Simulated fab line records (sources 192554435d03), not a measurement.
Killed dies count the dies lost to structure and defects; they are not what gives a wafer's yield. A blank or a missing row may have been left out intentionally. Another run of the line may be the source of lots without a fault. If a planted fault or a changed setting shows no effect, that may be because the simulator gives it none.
fab line records    flow n5_finfet
[record] lots = 8  wafers = 22  last_day = 18
route steps=1938 shown ZERO_LAYER@16 WELL_APT@29 PMOS_HMC_CHANNEL_EPI@70 BEOL_M4@1111 PASSIVATION@1936
lots with no fault: from the same line, run without faults
start_h: start of the lot's first displayed wafer, in hours after the record's first day    wait_h: hours from the lot's prior step to this one    " as in the row above    L1.1+2: several wafers, shown together as one row    - value missing, or start not given    * or withheld: withheld    < > ~ a bound
route shown NAME@n: a module of which the file shows steps, and the number in the route of the first    usual: the fault-free wafers' mean and standard deviation    same: alike in all rows    chamber/n: place in a boat    sites: the reading at each site    _std_site: standard deviation across them    _edge_site: inner sites' mean taken away from outer sites' mean    radius_mm: how far each site lies from the wafer's centre    mask NAME#n: copy n    behind: the tool/chamber that last shaped the wafer    hold: why the lot went on hold/how many hours it stayed there/how the hold came to an end    device: which transistor (n, p or np) failed to switch    end of line: the tests these same wafers got at the end of their route    a step given without rows: its recipe and nothing more    killed: dies that structure and defects cost at the first sort, which is not the same as the wafer's yield    map: dies across one wafer; x = killed, . = not, _ = none there
set.NAME: the setting the step ran with; set.NAME@STEP: the setting that earlier step ran with    model.NAME: the simulator's own value behind a step, which no gauge read
the route's steps for a sample of lots (tables are steps, rows are wafers)
services: a tool's chamber out of use, with start hour (start_h, from the record's first day; less than 0 if before it), hours out, and reason
[[steps]]
[step N5_ZERO_LAYER_ETCH_18]
[recipe] chemistry = HBr/Cl2  target = Si  target_depth_a = 1200  time_s = 40  pressure_mtorr = 10  icp_w = 800  bias_w = 75  HBr_flow_sccm = 150  Cl2_flow_sccm = 80
[usual] chamber_pressure_mTorr = 10.000/0.0096  drypump_motor_current_A = 5.8/0.46  mfc_cl2_sccm = 79.98/0.26  oes_product_au = 0.998/0.014  throttle_valve_pct = 36.29/0.23
lot.wafer  tool       chamber  start_h  wait_h  chamber_pressure_mTorr  drypump_motor_current_A  mfc_cl2_sccm  oes_product_au  rf_hours_counter_h  throttle_valve_pct
L221.1     rie_si-01  1        18.91    0.0     9.991                   5.3                      79.90         1.022           1                   36.23
L221.3     "          0        "        "       9.956                   5.3                      80.09         1.009           130                 36.47
L221.4     "          2        "        "       10.004                  5.7                      80.30         0.970           47                  35.93
L224.2     rie_si-01  1        36.86    0.0     10.001                  5.3                      80.21         1.019           1                   36.23
L224.4     "          2        "        "       10.000                  5.7                      80.19         0.988           47                  35.92
L224.5     "          2        "        "       10.014                  5.7                      80.23         0.978           -                   35.91
L225.1     rie_si-04  0        43.48    0.0     9.979                   5.8                      80.06         0.990           78                  36.63
L225.3     "          2        "        "       9.991                   5.5                      79.47         0.985           3                   36.09
L225.4     "          1        "        "       9.996                   6.4                      79.92         0.993           4                   36.20
L226.2     rie_si-06  3        48.91    0.0     10.014                  5.7                      79.59         1.010           129                 36.43
L226.4     "          2        "        "       10.004                  5.6                      79.80         0.996           103                 36.07
L226.5     "          2        "        "       9.999                   5.6                      79.86         1.001           -                   36.09
L231.5     rie_si-04  3        79.04    0.1     9.996                   5.8                      80.12         0.999           -                   36.57
L231.6     "          2        "        "       10.001                  5.5                      79.65         0.998           -                   36.09
L236.1     rie_si-01  1        108.92   0.0     10.000                  5.3                      80.20         1.013           2                   36.21
L236.3     "          0        "        "       9.999                   5.3                      79.89         1.009           132                 36.47
L236.5     "          2        "        "       9.998                   5.8                      79.83         0.971           -                   35.94
L242.5     rie_si-06  3        144.83   0.1     10.007                  5.6                      79.62         1.005           -                   36.44
L242.6     "          0        "        "       10.002                  6.0                      80.04         0.970           -                   35.96
L243.1     rie_si-04  3        150.79   0.0     9.985                   5.8                      79.77         0.983           191                 36.57
L243.2     "          0        "        "       10.004                  5.8                      79.86         0.990           80                  36.65
L243.3     "          1        "        "       10.012                  6.3                      79.74         1.000           7                   36.23
[step N5_ZERO_LAYER_INSPECT_20]
[recipe] inspect_instrument = darkfield  mode = post_clean
[usual] raw_defect_count = 37/19
lot.wafer  tool               chamber  start_h  wait_h  raw_defect_count
L221.1     defect_inspect-01  -        19.38    0.0     31
L221.3     "                  -        "        "       33
L221.4     "                  -        "        "       36
L224.2     defect_inspect-02  -        37.36    0.0     48
L224.4     "                  -        "        "       56
L224.5     "                  -        "        "       36
L225.1     defect_inspect-01  -        43.95    0.0     28
L225.3     "                  -        "        "       35
L225.4     "                  -        "        "       28
L226.2     defect_inspect-02  -        49.38    0.0     15
L226.4     "                  -        "        "       28
L226.5     "                  -        "        "       30
L231.5     defect_inspect-02  -        79.46    0.0     41
L231.6     "                  -        "        "       22
L236.1     defect_inspect-01  -        109.47   0.0     920
L236.3     "                  -        "        "       80
L236.5     "                  -        "        "       25
L242.5     defect_inspect-01  -        145.27   0.0     58
L242.6     "                  -        "        "       36
L243.1     defect_inspect-02  -        151.25   0.0     61
L243.2     "                  -        "        "       63
L243.3     "                  -        "        "       83
[step N5_WELL_APT_OVL_MEAS_09]
[recipe] points_per_wafer = 44
[usual] NWELL_OVL = -3/7.9
lot.wafer  tool        chamber  start_h  wait_h  NWELL_OVL[nm]
L221.1     overlay-01  0        19.84    0.0     0
L221.3     "           0        "        "       2
L221.4     "           0        "        "       4
L224.2     overlay-02  0        37.82    0.0     -16
L224.4     "           0        "        "       -9
L224.5     "           0        "        "       -9
L225.1     overlay-01  0        44.41    0.0     1
L225.3     "           0        "        "       4
L225.4     "           0        "        "       2
L226.2     overlay-02  0        49.71    0.0     5
L226.4     "           0        "        "       3
L226.5     "           0        "        "       14
L231.5     overlay-01  0        79.96    0.0     -7
L231.6     "           0        "        "       -5
L236.1     overlay-01  0        109.93   0.0     11
L236.3     "           0        "        "       3
L236.5     "           0        "        "       2
L242.5     overlay-01  0        145.60   0.0     2
L242.6     "           0        "        "       3
L243.1     overlay-01  0        151.59   0.0     -8
L243.2     "           0        "        "       -8
L243.3     "           0        "        "       -10
[step N5_WELL_APT_INSPECT_10]
[recipe] mode = adi  inspect_instrument = macro
[usual] raw_defect_count = 1.8/1.5
lot.wafer  tool               chamber  start_h  wait_h  raw_defect_count
L221.1     defect_inspect-02  -        19.86    0.0     4
L221.3     "                  -        "        "       2
L221.4     "                  -        "        "       1
L224.2     defect_inspect-01  -        37.84    0.0     0
L224.4     "                  -        "        "       2
L224.5     "                  -        "        "       0
L225.1     defect_inspect-01  -        44.43    0.0     2
L225.3     "                  -        "        "       3
L225.4     "                  -        "        "       3
L226.2     defect_inspect-02  -        49.73    0.0     2
L226.4     "                  -        "        "       1
L226.5     "                  -        "        "       1
L231.5     defect_inspect-02  -        79.98    0.0     2
L231.6     "                  -        "        "       1
L236.1     defect_inspect-02  -        109.95   0.0     >300
L236.3     "                  -        "        "       1
L236.5     "                  -        "        "       2
L242.5     defect_inspect-01  -        145.63   0.0     1
L242.6     "                  -        "        "       2
L243.1     defect_inspect-02  -        151.61   0.0     5
L243.2     "                  -        "        "       0
L243.3     "                  -        "        "       2
[step N5_WELL_APT_DESCUM_30]
[recipe] chemistry = O2  time_s = 7.9  source_power_w = 50  bias_power_w = 20  pressure_mtorr = 20  rf_frequency_hz = 2.712e+07  temp_c = 40  o2_flow_sccm = 225
[usual] chamber_pressure_mTorr = 19.997/0.019  drypump_motor_current_A = 5.8/0.52  oes_product_au = 0.77/0.085  rf_vpp_V = 243.6/1.5  showerhead_plenum_p_Torr = 2.12/0.081  throttle_valve_pct = 20.40/0.22
lot.wafer  tool         chamber  start_h  wait_h  chamber_pressure_mTorr  drypump_motor_current_A  oes_product_au  rf_hours_counter_h  rf_vpp_V  showerhead_plenum_p_Torr  throttle_valve_pct
L221.1     rie_diel-03  1        21.17    0.0     20.000                  5.5                      0.76            131                 244.5     2.19                      20.39
L221.3     "            0        "        "       19.991                  5.2                      0.68            236                 243.9     2.13                      20.40
L221.4     "            3        "        "       19.993                  5.9                      0.89            43                  242.9     2.06                      20.50
L224.2     rie_diel-01  0        38.99    0.0     19.990                  6.3                      0.82            72                  244.9     2.21                      20.18
L224.4     "            3        "        "       19.990                  6.6                      0.73            205                 244.1     2.16                      20.52
L224.5     "            3        "        "       20.002                  6.6                      0.72            -                   244.4     2.16                      20.51
L225.1     rie_diel-01  0        46.58    0.4     20.001                  6.4                      0.82            75                  244.7     2.21                      20.17
L225.3     "            3        "        "       19.992                  6.5                      0.72            208                 245.8     2.16                      20.51
L225.4     "            1        "        "       20.000                  5.8                      0.70            211                 242.7     1.98                      20.15
L226.2     rie_diel-06  0        51.23    0.1     20.038                  5.7                      0.73            177                 244.9     2.18                      20.45
L226.4     "            3        "        "       19.999                  5.4                      0.70            222                 241.1     2.00                      20.68
L226.5     "            3        "        "       19.999                  5.4                      0.70            -                   241.3     2.00                      20.68
L231.5     rie_diel-06  2        81.33    0.1     20.002                  6.3                      0.72            -                   243.1     2.06                      20.33
L231.6     "            1        "        "       20.001                  6.6                      0.75            -                   245.0     2.19                      20.50
L236.1     rie_diel-01  1        111.15   0.0     19.988                  5.7                      0.69            227                 240.3     1.97                      20.16
L236.3     "            3        "        "       19.990                  6.5                      0.70            232                 244.2     2.16                      20.57
L236.5     "            2        "        "       19.995                  5.2                      0.89            -                   244.7     2.20                      20.04
L242.5     rie_diel-03  3        146.84   0.1     19.981                  5.9                      0.82            -                   241.8     2.04                      20.57
L242.6     "            0        "        "       19.964                  5.2                      0.92            -                   244.5     2.12                      20.07
L243.1     rie_diel-06  2        152.76   0.0     19.978                  6.3                      0.70            234                 243.2     2.05                      20.38
L243.2     "            1        "        "       20.005                  6.6                      0.74            194                 243.5     2.18                      20.55
L243.3     "            0        "        "       20.007                  5.7                      0.71            208                 244.5     2.17                      20.50
[step N5_PMOS_HMC_CHANNEL_EPI_HM_OPEN_15]
[recipe] chemistry = CHF3/O2  target = SiO2  mask_material = CAR-ArF-block  target_depth_a = 406  CHF3_flow_sccm = 50  O2_flow_sccm = 5  Ar_flow_sccm = 200  time_s = 20.3  pressure_mtorr = 30  source_w = 650  bias_w = 170  ion_energy_ev = 200
[usual] chamber_pressure_mTorr = 30.000/0.024  drypump_motor_current_A = 5.5/0.39  mfc_ar_sccm = 200.0/0.65  oes_product_au = 0.77/0.089  rf_vpp_V = 525/5.7  showerhead_plenum_p_Torr = 2.43/0.075  throttle_valve_pct = 18.90/0.17
lot.wafer  tool         chamber  start_h  wait_h  chamber_pressure_mTorr  drypump_motor_current_A  mfc_ar_sccm  oes_product_au  rf_hours_counter_h  rf_vpp_V  showerhead_plenum_p_Torr  throttle_valve_pct
L221.1     rie_diel-02  1        23.41    0.0     30.038                  4.9                      198.9        0.71            204                 520       2.48                      18.89
L221.3     "            3        "        "       29.996                  5.1                      200.4        0.75            124                 534       2.53                      19.08
L221.4     "            3        "        "       29.978                  5.1                      201.2        0.75            -                   533       2.53                      19.09
L224.2     rie_diel-05  1        42.46    0.0     29.965                  5.6                      200.0        0.80            113                 524       2.44                      18.85
L224.4     "            3        "        "       29.982                  5.5                      198.1        0.70            -                   525       2.39                      19.10
L224.5     "            0        "        "       29.986                  6.2                      200.2        0.79            -                   530       2.52                      19.13
L225.1     rie_diel-04  1        48.91    0.0     30.006                  5.4                      200.6        0.67            248                 529       2.37                      18.98
L225.3     "            0        "        "       29.987                  5.9                      199.6        0.81            91                  517       2.45                      18.75
L225.4     "            0        "        "       30.017                  5.9                      199.8        0.82            -                   518       2.45                      18.75
L226.2     rie_diel-02  2        53.80    0.0     30.030                  5.5                      199.8        0.78            126                 522       2.41                      18.63
L226.4     "            3        "        "       29.974                  5.2                      199.2        0.74            135                 535       2.52                      19.11
L226.5     "            0        "        "       30.017                  5.4                      200.6        0.70            -                   519       2.28                      18.82
L231.5     rie_diel-02  1        83.56    0.0     30.028                  4.9                      200.7        0.69            -                   519       2.47                      18.92
L231.6     "            0        "        "       29.993                  5.4                      199.0        0.70            -                   519       2.28                      18.83
L236.1     rie_diel-02  2        114.11   0.0     30.019                  5.6                      200.5        0.76            143                 522       2.41                      18.64
L236.3     "            1        "        "       29.994                  4.9                      200.5        0.69            232                 518       2.47                      18.93
L236.5     "            2        "        "       30.015                  5.6                      200.3        0.76            -                   523       2.41                      18.64
L242.5     rie_diel-04  0        149.07   0.0     30.002                  5.9                      198.4        0.78            -                   517       2.43                      18.81
L242.6     "            1        "        "       29.981                  5.4                      200.0        0.99            -                   527       2.36                      18.61
L243.1     rie_diel-02  0        155.20   0.0     30.019                  5.4                      198.5        0.68            249                 520       2.27                      18.87
L243.2     "            2        "        "       30.021                  5.6                      199.6        0.76            154                 522       2.40                      18.65
L243.3     "            1        "        "       30.031                  4.9                      200.8        0.68            244                 519       2.47                      18.96
[step N5_BEOL_M4_RC_MEAS_101]
[usual] DIBL_N = 35.7/1.5  DIBL_P = 35.7/2  IOFF_N = 0.155/0.026  IOFF_P = 0.20/0.031  ION_N = 675/11  ION_P = 462/7.1  SS_N = 71.3/0.57  SS_P = 73.1/0.56  VT_N = 250/3  VT_P = -251/3
lot.wafer  tool       chamber  start_h  wait_h  DIBL_N[mV/V]  DIBL_P[mV/V]  IOFF_N[nA/um]  IOFF_P[nA/um]  ION_N[uA/um]  ION_P[uA/um]  SS_N[mV/dec]  SS_P[mV/dec]  VT_N[mV]  VT_P[mV]
L221.1     prober-01  0        185.28   0.0     37.9          38.4          0.208          0.24           696           472           72.1          73.4          245       -247
L221.3     "          0        "        "       37.5          37.2          0.182          0.23           671           461           71.8          73.3          247       -248
L221.4     "          0        "        "       35.9          36.3          0.166          0.22           688           474           70.9          73.4          247       -249
L225.1     prober-01  0        198.41   0.0     32.8          32.8          0.124          0.17           669           460           71.5          72.4          251       -251
L225.3     "          0        "        "       30.9          30.8          0.101          0.14           638           444           69.9          71.8          256       -255
L225.4     "          0        "        "       34.8          34.6          0.152          0.19           676           460           71.7          72.7          247       -252
L224.2     prober-02  0        199.05   0.2     36.1          34.7          0.165          0.21           674           460           72.0          72.9          248       -251
L224.4     "          0        "        "       37.1          34.5          0.181          0.20           694           468           72.9          73.0          248       -252
L224.5     "          0        "        "       35.4          32.9          0.140          0.18           678           464           71.3          72.6          251       -252
L226.2     prober-01  0        216.71   0.2     36.2          37.5          0.178          0.24           685           470           71.6          72.9          246       -247
L226.4     "          0        "        "       37.4          38.2          0.200          0.24           684           469           71.5          73.6          245       -246
L226.5     "          0        "        "       35.3          36.8          0.169          0.22           686           475           70.8          72.9          247       -250
L231.5     prober-02  0        234.34   0.6     34.3          32.8          0.128          0.16           664           452           70.4          73.3          251       -253
L231.6     "          0        "        "       36.0          35.0          0.170          0.20           689           464           71.7          73.6          246       -251
L236.1     prober-01  0        277.73   0.0     36.7          36.3          0.157          0.21           682           472           72.4          72.9          248       -248
L236.3     "          0        "        "       37.4          37.0          0.171          0.23           683           469           72.5          73.6          248       -247
L236.5     "          0        "        "       37.1          36.7          0.169          0.23           677           467           71.9          73.5          246       -247
L242.5     prober-01  0        312.16   0.6     36.4          38.0          0.163          0.20           666           459           71.1          73.1          246       -252
L242.6     "          0        "        "       37.0          39.4          0.172          0.22           676           464           71.1          73.1          249       -251
L243.1     prober-02  0        320.07   0.0     36.7          38.3          0.173          0.21           680           466           72.6          73.2          247       -251
L243.2     "          0        "        "       37.4          38.4          0.189          0.22           674           461           71.5          73.3          246       -251
L243.3     "          0        "        "       35.5          37.9          0.159          0.21           683           462           72.3          72.8          249       -250
[step N5_PASSIVATION_PROBE_49]
[usual] defect_limited_yield = 91.4/1.5  killed_at_M0_to_M3 = 34/10  killed_at_M4_up = 15/6  killed_at_contacts = 12/6  killed_at_front_end = 37/11  killed_at_other = 3.3/2.8  killed_dies = 101/18  killed_on_rim = 14/4.4  killed_open = 66/14  killed_short = 33/7.8  sort_bin_5_function = 5.0/0.97  sort_bin_6_memory = 3.2/0.72  sort_bin_8_speed = 0.00/0.01  sort_n_pass = 1079/18  sort_yield_pct = 91.4/1.5
[same] gross_dies = 1180  killed_at_back_side = 0  sort_bin_4_leakage[%] = 0
lot.wafer  tool       chamber  start_h  wait_h  defect_limited_yield[%]  killed_at_M0_to_M3  killed_at_M4_up  killed_at_contacts  killed_at_front_end  killed_at_other  killed_dies  killed_on_rim  killed_open  killed_short  sort_bin_5_function[%]  sort_bin_6_memory[%]  sort_bin_8_speed[%]  sort_n_pass  sort_yield_pct[%]
L221.1     prober-02  -        302.29   0.0     91.4                     32                  8                19                  40                   2                101          7              64           36            4.9                     3.4                   0                    1079         91.4
L221.3     prober-02  -        302.39   0.1     90.7                     25                  18               22                  38                   7                110          24             68           33            5.2                     3.5                   0                    1070         90.7
L221.4     prober-02  -        302.44   0.2     91.4                     23                  10               15                  47                   6                101          17             62           38            4.6                     3.6                   0                    1079         91.4
L225.1     prober-02  -        304.26   0.0     91.8                     27                  6                5                   46                   13               97           13             62           35            5.2                     2.5                   0                    1083         91.8
L225.3     prober-02  -        304.36   0.1     91.7                     27                  13               12                  36                   10               98           13             58           32            4.4                     3.1                   0.08                 1081         91.6
L225.4     prober-02  -        304.41   0.2     89.5                     69                  10               13                  25                   7                124          16             90           34            6.4                     3.8                   0                    1056         89.5
L224.2     prober-02  -        306.60   0.1     90.9                     50                  12               15                  26                   4                107          14             71           36            6.0                     2.8                   0                    1073         90.9
L224.4     prober-02  -        306.70   0.2     90.8                     37                  9                15                  47                   0                108          17             59           44            4.9                     3.7                   0                    1072         90.8
L224.5     prober-02  -        306.75   0.2     90.1                     44                  13               5                   50                   5                117          16             77           39            5.7                     3.8                   0                    1063         90.1
L226.2     prober-02  -        321.89   0.1     91.9                     39                  11               21                  25                   0                96           6              58           36            4.7                     2.9                   0                    1084         91.9
L226.4     prober-02  -        321.99   0.2     89.5                     54                  11               15                  40                   4                124          14             80           43            6.8                     3.3                   0                    1056         89.5
L226.5     prober-02  -        322.04   0.2     91.0                     48                  18               18                  20                   2                106          10             74           31            5.3                     3.2                   0                    1074         91.0
L231.5     prober-01  -        348.12   0.2     88.6                     36                  22               10                  65                   2                135          23             92           38            6.6                     3.9                   0                    1045         88.6
L231.6     prober-01  -        348.17   0.3     89.4                     49                  26               8                   42                   0                125          19             87           37            6.1                     4.3                   0                    1055         89.4
L236.1     prober-01  -        385.66   0.0     89.9                     20                  11               6                   78                   4                119          29             50           19            5.7                     2.5                   0                    1061         89.9
L236.3     prober-01  -        385.76   0.1     93.9                     19                  13               12                  26                   2                72           4              47           25            3.0                     3.1                   0                    1108         93.9
L236.5     prober-01  -        385.86   0.2     92.0                     24                  13               8                   47                   2                94           8              67           24            4.6                     2.8                   0                    1086         92.0
L242.5     prober-02  -        425.70   0.2     91.5                     36                  12               7                   34                   11               100          16             62           36            4.6                     3.4                   0                    1080         91.5
L242.6     prober-02  -        425.75   0.3     92.7                     17                  10               9                   47                   3                86           10             51           26            4.0                     2.8                   0                    1094         92.7
L243.1     prober-01  -        429.95   0.0     88.8                     41                  18               18                  49                   6                132          22             97           30            6.5                     4.5                   0                    1048         88.8
L243.2     prober-01  -        430.00   0.1     88.2                     23                  33               20                  59                   4                139          16             107          31            7.7                     4.0                   0                    1041         88.2
L243.3     prober-01  -        430.05   0.1     91.9                     24                  28               6                   32                   5                95           17             69           24            5.2                     2.6                   0                    1085         91.9
// killed by level:class
L221.1 MOL_CONTACT_COAG:geometric_particle:open=12 BEOL_M0_SAQP:geometric_particle:short=9 FIN_SAQP:geometric_particle:open=8 STI_FIN_REVEAL:geometric_particle:open=7 MOL_CONTACT_COAG:geometric_particle:short=7 BEOL_M0_SAQP:geometric_particle:open=6 SPACER0:geometric_particle:open=5 BEOL_M2:geometric_particle:open=4
L221.3 MOL_CONTACT_COAG:geometric_particle:open=18 FIN_SAQP:geometric_particle:open=9 BEOL_M3:geometric_particle:open=6 BEOL_M0_SAQP:geometric_particle:short=5 HKMG_FIN:area_etch=5 FIN_SAQP:geometric_particle:short=4 STI_FIN_REVEAL:geometric_particle:open=4 DUMMY_GATE:geometric_particle:open=4
L221.4 MOL_CONTACT_COAG:geometric_particle:open=14 FIN_SAQP:geometric_particle:open=8 STI_FIN_REVEAL:geometric_particle:open=8 FIN_SAQP:geometric_particle:short=7 GATE_CUT:geometric_particle:short=6 BEOL_M0_SAQP:geometric_particle:short=6 SPACER0:geometric_particle:short=5 BEOL_M4:geometric_particle:open=5
L225.1 FIN_SAQP:geometric_particle:open=10 STI_FIN_REVEAL:geometric_particle:open=10 BEOL_M2:geometric_particle:open=9 BEOL_M3:geometric_particle:open=7 GATE_CUT:geometric_particle:open=5 MIM_TOP_ETCH:geometric_particle:short=5 GATE_CUT:geometric_particle:short=4 STARTING-WAFER:geometric_particle:short=4
L225.3 MOL_CONTACT_COAG:geometric_particle:open=11 FIN_SAQP:geometric_particle:short=8 BEOL_M2:geometric_particle:open=7 GATE_CUT:geometric_particle:short=6 BEOL_M4:geometric_particle:open=6 HKMG_FIN:area_etch=6 BEOL_M1:geometric_particle:open=5 FIN_SAQP:geometric_particle:open=4
L225.4 BEOL_M2:geometric_particle:open=32 MOL_CONTACT_COAG:geometric_particle:open=12 BEOL_M1:geometric_particle:open=9 BEOL_M2:geometric_particle:short=9 FIN_SAQP:geometric_particle:open=6 BEOL_M0_SAQP:geometric_particle:open=6 STI_FIN_REVEAL:geometric_particle:open=5 BEOL_M3:geometric_particle:open=5
L224.2 BEOL_M3:geometric_particle:open=10 STI_FIN_REVEAL:geometric_particle:open=9 MOL_CONTACT_COAG:geometric_particle:open=9 BEOL_M2:geometric_particle:open=9 BEOL_M0_SAQP:geometric_particle:open=7 BEOL_M3:geometric_particle:short=7 MOL_CONTACT_COAG:geometric_particle:short=6 BEOL_M0_SAQP:geometric_particle:short=6
L224.4 FIN_SAQP:geometric_particle:short=14 MOL_CONTACT_COAG:geometric_particle:open=13 BEOL_M2:geometric_particle:open=11 BEOL_M0_SAQP:geometric_particle:short=10 STI_FIN_REVEAL:geometric_particle:open=7 FIN_SAQP:geometric_particle:open=6 BEOL_M0_SAQP:geometric_particle:open=6 ILD0:geometric_particle:short=4
L224.5 FIN_SAQP:geometric_particle:open=20 FIN_SAQP:geometric_particle:short=9 BEOL_M1:geometric_particle:open=9 BEOL_M2:geometric_particle:open=8 BEOL_M0_SAQP:geometric_particle:short=6 BEOL_M3:geometric_particle:open=6 DUMMY_GATE:geometric_particle:open=4 GATE_CUT:geometric_particle:open=4
L226.2 MOL_CONTACT_COAG:geometric_particle:open=16 BEOL_M0_SAQP:geometric_particle:open=14 BEOL_M0_SAQP:geometric_particle:short=11 BEOL_M1:geometric_particle:open=7 MOL_CONTACT_COAG:geometric_particle:short=5 STARTING-WAFER:geometric_particle:short=5 FIN_SAQP:geometric_particle:open=4 BEOL_M3:geometric_particle:open=4
L226.4 BEOL_M0_SAQP:geometric_particle:open=16 MOL_CONTACT_COAG:geometric_particle:open=13 FIN_SAQP:geometric_particle:open=10 BEOL_M0_SAQP:geometric_particle:short=10 BEOL_M1:geometric_particle:open=9 DUMMY_GATE:geometric_particle:open=6 BEOL_M0:geometric_particle:short=6 BEOL_M3:geometric_particle:open=6
L226.5 MOL_CONTACT_COAG:geometric_particle:open=11 BEOL_M0_SAQP:geometric_particle:short=11 BEOL_M2:geometric_particle:open=10 DUMMY_GATE:geometric_particle:open=9 BEOL_M0_SAQP:geometric_particle:open=8 MOL_CONTACT_COAG:geometric_particle:short=7 BEOL_M1:geometric_particle:open=7 BEOL_M4:geometric_particle:open=7
L231.5 FIN_SAQP:geometric_particle:open=18 BEOL_M4:geometric_particle:open=16 STI_FIN_REVEAL:geometric_particle:open=13 FIN_SAQP:geometric_particle:short=12 BEOL_M3:geometric_particle:open=11 MOL_CONTACT_COAG:geometric_particle:open=8 BEOL_M0_SAQP:geometric_particle:short=8 BEOL_M0_SAQP:geometric_particle:open=5
L231.6 BEOL_M4:geometric_particle:open=19 BEOL_M3:geometric_particle:open=13 FIN_SAQP:geometric_particle:open=9 STI_FIN_REVEAL:geometric_particle:open=9 BEOL_M0_SAQP:geometric_particle:short=9 MOL_CONTACT_COAG:geometric_particle:open=8 BEOL_M2:geometric_particle:open=7 BEOL_M0_SAQP:geometric_particle:open=7
L236.1 ZERO_LAYER:unspecified=46 FIN_SAQP:geometric_particle:open=6 BEOL_M0_SAQP:geometric_particle:open=6 DUMMY_GATE:geometric_particle:open=5 BEOL_M0_SAQP:geometric_particle:short=5 STI_FIN_REVEAL:geometric_particle:open=4 MOL_CONTACT_COAG:geometric_particle:open=4 BEOL_M2:geometric_particle:open=4
L236.3 MOL_CONTACT_COAG:geometric_particle:open=8 STI_FIN_REVEAL:geometric_particle:open=7 BEOL_M0_SAQP:geometric_particle:open=6 FIN_SAQP:geometric_particle:short=5 FIN_SAQP:geometric_particle:open=4 MOL_CONTACT_COAG:geometric_particle:short=4 STI_FIN_REVEAL:geometric_particle:short=3 BEOL_M0:geometric_particle:open=3
L236.5 STI_FIN_REVEAL:geometric_particle:open=20 BEOL_M0_SAQP:geometric_particle:short=9 FIN_SAQP:geometric_particle:open=7 MOL_CONTACT_COAG:geometric_particle:open=7 BEOL_M0_SAQP:geometric_particle:open=5 BEOL_M3:geometric_particle:open=5 FIN_SAQP:geometric_particle:short=3 STI_FIN_REVEAL:geometric_particle:short=3
L242.5 FIN_SAQP:geometric_particle:open=8 BEOL_M1:geometric_particle:open=8 FIN_SAQP:geometric_particle:short=7 BEOL_M4:geometric_particle:open=7 BEOL_M0_SAQP:geometric_particle:short=6 BEOL_M3:geometric_particle:open=6 MOL_CONTACT_COAG:geometric_particle:open=5 BEOL_M0_SAQP:geometric_particle:open=5
L242.6 FIN_SAQP:geometric_particle:open=10 FIN_SAQP:geometric_particle:short=7 STI_FIN_REVEAL:geometric_particle:open=7 MOL_CONTACT_COAG:geometric_particle:open=7 BEOL_M0_SAQP:geometric_particle:short=6 BEOL_M0_SAQP:geometric_particle:open=6 DUMMY_GATE:geometric_particle:open=5 HKMG_FIN:area_etch=5
L243.1 BEOL_M2:geometric_particle:open=15 MOL_CONTACT_COAG:geometric_particle:open=15 FIN_SAQP:geometric_particle:open=14 FIN_SAQP:geometric_particle:short=10 STI_FIN_REVEAL:geometric_particle:open=9 BEOL_M1:geometric_particle:open=8 STARTING-WAFER:geometric_particle:open=7 BEOL_M4:geometric_particle:open=5
L243.2 BEOL_M4:geometric_particle:open=19 MOL_CONTACT_COAG:geometric_particle:open=19 GATE_CUT:geometric_particle:open=12 FIN_SAQP:geometric_particle:open=10 FIN_SAQP:geometric_particle:short=8 STI_FIN_REVEAL:geometric_particle:open=8 GATE_CUT:geometric_particle:short=6 BEOL_M2:geometric_particle:open=6
L243.3 BEOL_M4:geometric_particle:open=18 BEOL_M2:geometric_particle:open=8 FIN_SAQP:geometric_particle:open=7 BEOL_M3:geometric_particle:open=7 BEOL_M4:geometric_particle:short=5 FIN_SAQP:geometric_particle:short=4 MOL_CONTACT_COAG:geometric_particle:open=4 STI_FIN_REVEAL:geometric_particle:open=3
[[services]]
tool         chamber  start_h  hours  kind
rie_si-04    3        0.09     9.4    repair
rie_diel-03  2        4.55     8.3    repair
rie_si-04    0        5.28     8.0    repair
rie_diel-01  2        5.60     -      clean
rie_diel-02  2        19.97    4.2    repair
rie_diel-03  1        26.25    10.1   repair
rie_diel-04  3        28.67    77.2   repair
rie_si-01    -        45.46    0.5    repair
rie_si-06    0        46.11    1.2    repair
rie_si-01    0        49.64    3.3    repair
rie_diel-05  3        55.54    9.2    repair
rie_diel-04  0        57.00    4.1    repair
rie_diel-05  2        63.93    2.1    repair
rie_diel-01  1        66.24    16.2   repair
rie_diel-06  0        95.43    9.2    repair
rie_si-01    -        95.57    4.3    pm
rie_diel-01  0        107.19   29.5   repair
rie_diel-05  1        112.71   3.3    repair
rie_si-04    1        129.85   13.3   repair
rie_si-04    2        130.62   24.5   repair
rie_si-04    0        133.50   2.9    repair
rie_diel-04  2        143.32   5.9    repair
rie_diel-04  -        144.48   0.2    repair
rie_diel-02  2        145.20   5.7    repair
[[key]]
[first_sign] step = N5_ZERO_LAYER_INSPECT_20  reading = raw_defect_count  direction = up  sigmas = 47  usual = 37  struck = 920
[effect] step = N5_WELL_APT_INSPECT_10  reading = raw_defect_count  direction = up  sigmas = 99+  usual = 1.8  struck = >300
[effect] step = N5_PASSIVATION_PROBE_49  reading = killed_at_front_end  direction = up  sigmas = 3.6  usual = 37  struck = 78
[more_kills_born_at] N5_ZERO_LAYER_ETCH_18@rie_si-01 = 46
met_at N5_ZERO_LAYER_ETCH_18
struck_lots L236
struck_wafers L236.1
not_acting_at N5_WELL_APT_OVL_MEAS_09,N5_WELL_APT_DESCUM_30,N5_PMOS_HMC_CHANNEL_EPI_HM_OPEN_15
onset_between 36.86 108.92
[fault] kind = chamber_particle_source  tool = rie_si-01  chamber = 1  onset_h = 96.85  steps = N5_ZERO_LAYER_ETCH_18  rate_per_visit_cm2 = 1.3261  end_h = 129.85
